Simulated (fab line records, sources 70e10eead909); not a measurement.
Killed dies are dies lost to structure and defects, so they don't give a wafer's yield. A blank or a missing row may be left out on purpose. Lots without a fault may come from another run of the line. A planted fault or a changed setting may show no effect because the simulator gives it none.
Chamber matching | flow nand_harc | NHARC_P_M0_CMP_23 on cmp-04: 4 sister chambers
The step polishes, t overpolish 20 s, target thk 117.54 nm. 8 wafers are shown with their chamber, then 11 later ones without.

WAFERS WITH THEIR CHAMBER
wafer  | chamber | motor_current_A (A) | time_to_endpoint_s (s)
L087.1 | 0       | 14.0                | 37
L087.6 | 0       | 13.5                | 36
L087.2 | 3       | 12.9                | 27
L087.3 | 1       | 10.9                | 30
L086.1 | 2       | 10.8                | 26
L086.3 | 1       | 10.8                | 28
L086.5 | 3       | 13.5                | 26
L091.1 | 2       | 10.6                | 27

WAFERS WITHOUT THEIR CHAMBER
wafer  | motor_current_A (A) | time_to_endpoint_s (s)
L091.4 | 13.6                | 25
L091.5 | 11.5                | 26
L094.2 | 11.2                | 25
L094.3 | 10.2                | 22
L094.5 | 12.9                | 21
L096.2 | 11.8                | 29
L096.3 | 12.7                | 26
L096.5 | 13.6                | 27
L096.1 | 10.6                | 25
L096.4 | 14.4                | 36
L096.6 | 11.1                | 27

WHICH CHAMBER EACH WENT THROUGH
wafer  | from the rows above     | in truth
L091.4 | 3                       | 3
L091.5 | can't be placed: 2 or 1 | 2
L094.2 | 2                       | 2
L094.3 | 2                       | 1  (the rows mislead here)
L094.5 | 3                       | 3
L096.2 | can't be placed: 1 or 2 | 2
L096.3 | 3                       | 3
L096.5 | 3                       | 3
L096.1 | 2                       | 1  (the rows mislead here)
L096.4 | 0                       | 0
L096.6 | can't be placed: 2 or 1 | 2
Placed correctly: 6 of 11. Can't be placed from these rows: 3 (the true chamber is among the candidates in 3). Placed wrongly: 2.
How it was worked out, from the rows above alone: a wafer's distance from a chamber is the root of the sum, over the readings, of the square of ((its reading less the chamber's mean) divided by the reading's scatter). The wafer belongs to the nearest chamber; if the next one is less than 2 further off, it can't be placed. A chamber's mean is the mean of its shown wafers. The scatter: the root of (the sum of the squares of (reading less its chamber's mean) over the shown wafers, divided by (wafers less chambers)).
